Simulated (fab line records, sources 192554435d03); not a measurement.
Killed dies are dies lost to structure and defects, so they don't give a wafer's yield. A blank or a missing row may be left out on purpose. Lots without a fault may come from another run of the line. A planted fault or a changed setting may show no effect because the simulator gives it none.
Split-lot experiment | flow n5_finfet | 7 lots, 21 wafers read, on a route of 1938 steps

THE SPLIT
At N5_BEOL_M14_COAT_22 (resist thk 300 nm), the setting spin_rpm was moved away from the recipe's 2888 rpm on 7 of the 21 wafers read, by -9.3% to +7.1%. The other wafers ran this setting at the recipe's value.

FROM THE SPLIT TO THE READING: what the file shows between them, 4 steps
- N5_BEOL_M14_PEB_26: peb time 90 s (also split here: peb_temp_c)
- N5_BEOL_M14_DEVELOP_27: develop time 45 s
- N5_BEOL_M14_HARDBAKE_32: time 120 s
- N5_BEOL_M14_CD_MEAS_28: target cd 284.4 nm

THE READING
coat_of_BEOL_M14_COAT_22.thk_nm (the simulator's own value, which no gauge read), in nm, at N5_BEOL_M14_DESCUM_33 (chemistry O2, time 7.9 s). The file gives no usual value for it. The 14 wafers here that ran the recipe average 283.1 nm, standard deviation 0.95 nm.

wafer  | tool, chamber at the split | spin_rpm as run, rpm | against the recipe | coat_of_BEOL_M14_COAT_22.thk_nm, nm | against lot-mates on the recipe
L075.1 | litho_track-03, 0          | 2888                 | recipe             | 283.4                               | -
L075.4 | litho_track-03, 0          | 2620                 | -9.3%              | 298.8                               | +15.4
L075.5 | litho_track-03, 0          | 2620                 | -9.3%              | 298.6                               | +15.2
L076.1 | litho_track-05, 0          | 2888                 | recipe             | 283.4                               | -
L076.4 | litho_track-05, 0          | 2888                 | recipe             | 282.4                               | -
L076.5 | litho_track-05, 0          | 2888                 | recipe             | 284.4                               | -
L084.1 | litho_track-01, 0          | 2888                 | recipe             | 283.8                               | -
L084.4 | litho_track-01, 0          | 2888                 | recipe             | 282.6                               | -
L084.5 | litho_track-01, 0          | 2888                 | recipe             | 282.8                               | -
L091.3 | litho_track-03, 0          | 2888                 | recipe             | 281.4                               | -
L091.4 | litho_track-03, 0          | 2888                 | recipe             | 281.6                               | -
L091.5 | litho_track-03, 0          | 2888                 | recipe             | 282.2                               | -
L094.1 | litho_track-05, 0          | 2673                 | -7.4%              | 295.6                               | +12.0
L094.4 | litho_track-05, 0          | 2888                 | recipe             | 283.6                               | -
L094.6 | litho_track-05, 0          | 2673                 | -7.4%              | 295                                 | +11.4
L097.1 | litho_track-01, 0          | 2688                 | -6.9%              | 293.2                               | +9.9
L097.2 | litho_track-01, 0          | 2888                 | recipe             | 283.6                               | -
L097.3 | litho_track-01, 0          | 2888                 | recipe             | 283                                 | -
L095.1 | litho_track-03, 0          | 2888                 | recipe             | 284.8                               | -
L095.2 | litho_track-03, 0          | 3092                 | +7.1%              | 275.4                               | -9.4
L095.5 | litho_track-03, 0          | 3092                 | +7.1%              | 273.8                               | -11.0

THE FIT
A straight line over all 21 wafers: coat_of_BEOL_M14_COAT_22.thk_nm changes by -1.51 nm for each +1% of spin_rpm; r = -0.99; the points scatter about the line by 1.2 nm.
The same after taking each lot's own level away (the mean of its wafers on the recipe; 21 wafers): -1.55 nm for each +1%; r = -1.00; scatter 0.65 nm.
On that fit, the largest move of spin_rpm shifts the reading by 14 nm.
The lots' own levels span 281.73 to 284.80 nm, that is 3.2 times the standard deviation above.
So the lot-to-lot level changes the slope little: the two slopes agree.
Check: with one of the wafers moved furthest among these (-9.3%) left out of the fit, the line predicts +14.3 nm for it against its lot-mates. It came out at +15.4 nm against them.

OTHER SPLITS ON THESE WAFERS
These wafers also went through other splits before the reading. Each is held against what the fit with the lots' levels taken away leaves over:
other split on the same wafers | wafers away from the commonest value | r with coat_of_BEOL_M14_COAT_22.thk_nm (lot level and that fit taken away)
N5_BEOL_M11_ETCH_41 time_s     | 8                                    | +0.25
N5_BEOL_M13_COAT_04 spin_rpm   | 4                                    | +0.17
N5_BEOL_M14_PEB_26 peb_temp_c  | 5                                    | +0.25

THE WHOLE CHAIN: every reading that the file lists as answering this split, in the file's order
step                  | what it does             | reading                                                                          | change (the file's fit)              | r (the file's)
N5_BEOL_M14_COAT_22   | resist thk 300 nm        | coat_of_BEOL_M14_COAT_22.thk_nm (the simulator's own value, which no gauge read) | -1.55 nm for each +1% of the setting | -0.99
N5_BEOL_M14_DESCUM_33 | chemistry O2, time 7.9 s | coat_of_BEOL_M14_COAT_22.thk_nm (the simulator's own value, which no gauge read) | -1.54 nm for each +1% of the setting | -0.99

THE FILE'S OWN FIT
coat_of_BEOL_M14_COAT_22.thk_nm changes by -1.54 nm for each +1% of spin_rpm, r = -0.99.
